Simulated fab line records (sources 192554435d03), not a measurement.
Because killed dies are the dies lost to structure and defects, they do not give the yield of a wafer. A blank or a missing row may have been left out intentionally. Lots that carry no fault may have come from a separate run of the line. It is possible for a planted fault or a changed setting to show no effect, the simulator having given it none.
What tool caused it? -- flow n5_finfet -- 27 wafers from 9 lots sampled at 5 of the route's 1938 steps

WHAT EACH GAUGE READ, for each wafer
N5_BEOL_M4_RC_MEAS_101.
lot,measured,on,DIBL_N (mV/V)
L994,day 7 18:44,prober-02,37.2 35.0 35.2
L996,day 8 11:07,prober-01,38.6 34.7 34.8
L998,day 8 23:14,prober-01,35.8 36.4 36.6
L104,day 10 11:20,prober-02,37.7 35.7 34.8
L106,day 11 00:10,prober-02,35.2 34.1 35.6
L113,day 12 11:26,prober-01,35.3 34.3 33.8
L114,day 12 17:35,prober-02,33.2 33.5 36.0
L116,day 13 20:10,prober-01,34.3 36.4 35.3
L117,day 14 06:29,prober-02,34.8 33.8 35.4

TOOL THAT RAN EACH LOT (tool first, then ch and the chambers of the sampled wafers, then the start)
lot,N5_HKMG_FIN_HK_ANNEAL_02,N5_HKMG_FIN_ALD_74,N5_HKMG_FIN_ETCH_55,N5_HKMG_FIN_ALD_79
L994,"rtp_anneal-02 ch 0, day 3 23:27","ald_hk-02 ch 0,3, day 3 23:40","rie_diel-06 ch 1,2,3, day 4 00:26","ald_metal-04 ch 0,1,2, day 4 01:43"
L996,"rtp_anneal-02 ch 0, day 4 10:58","ald_hk-03 ch 0,1,2, day 4 11:10","rie_diel-01 ch 1,2,3, day 4 11:54","ald_metal-04 ch 0,1,3, day 4 13:10"
L998,"rtp_anneal-01 ch 0, day 5 02:55","ald_hk-01 ch 2,3, day 5 03:07","rie_diel-05 ch 0,1, day 5 04:02","ald_metal-04 ch 2,3, day 5 05:19"
L104,"rtp_anneal-02 ch 0, day 6 15:09","ald_hk-02 ch 1,2,3, day 6 15:20","rie_diel-01 ch 0,3, day 6 16:08","ald_metal-02 ch 0,3, day 6 17:25"
L106,"rtp_anneal-02 ch 0, day 7 02:39","ald_hk-02 ch 1,2,3, day 7 02:50","rie_diel-05 ch 0,1,2, day 7 03:34","ald_metal-02 ch 1,2,3, day 7 04:50"
L113,"rtp_anneal-02 ch 0, day 8 20:10","ald_hk-03 ch 1,2,3, day 8 20:23","rie_diel-05 ch 0,1,2, day 8 20:59","ald_metal-04 ch 1,2,3, day 8 22:17"
L114,"rtp_anneal-02 ch 0, day 8 22:27","ald_hk-01 ch 1,2,3, day 8 22:41","rie_diel-01 ch 0,1,3, day 8 23:26","ald_metal-04 ch 1,2,3, day 9 00:43"
L116,"rtp_anneal-02 ch 0, day 9 20:14","ald_hk-02 ch 0,2,3, day 9 20:27","rie_diel-06 ch 0,2,3, day 9 21:03","ald_metal-03 ch 1,2,3, day 9 22:19"
L117,"rtp_anneal-02 ch 0, day 9 23:37","ald_hk-03 ch 0,1, day 9 23:51","rie_diel-01 ch 0,1,2, day 10 00:34","ald_metal-02 ch 0,2, day 10 01:51"
- N5_HKMG_FIN_HK_ANNEAL_02: time 30 s.
- N5_HKMG_FIN_ALD_74: deposits La2O3, target thk 0.5 nm, pulse time 6 s, co reactant pulse time 1 s.
- N5_HKMG_FIN_ETCH_55: etches SOC in N2/H2, target depth 240 nm, time 300 s.
- N5_HKMG_FIN_ALD_79: deposits TiN, target thk 1.5 nm, pulse time 1 s, purge time 3 s.

THE ANSWER, worked out from the rows above alone
Rule: usual is defined by the lots themselves. Put in order of their means at a reading, lots are off if they are a third of the lots or fewer, leave a main group of 4 or more, and stand apart from it by a gap of 3 or more times the standard deviation of the main group's means; of several such gaps the widest counts. Not used: any main group whose means are identical at the precision the tables above print for the reading. A lot without any number at a reading at which 4 lots or more have one is off too. All remaining lots with rows at the step are treated as sound.
Across all readings shown, no lot is off: no conclusion can be drawn from this.

WHAT THE SIMULATOR HAD INSERTED
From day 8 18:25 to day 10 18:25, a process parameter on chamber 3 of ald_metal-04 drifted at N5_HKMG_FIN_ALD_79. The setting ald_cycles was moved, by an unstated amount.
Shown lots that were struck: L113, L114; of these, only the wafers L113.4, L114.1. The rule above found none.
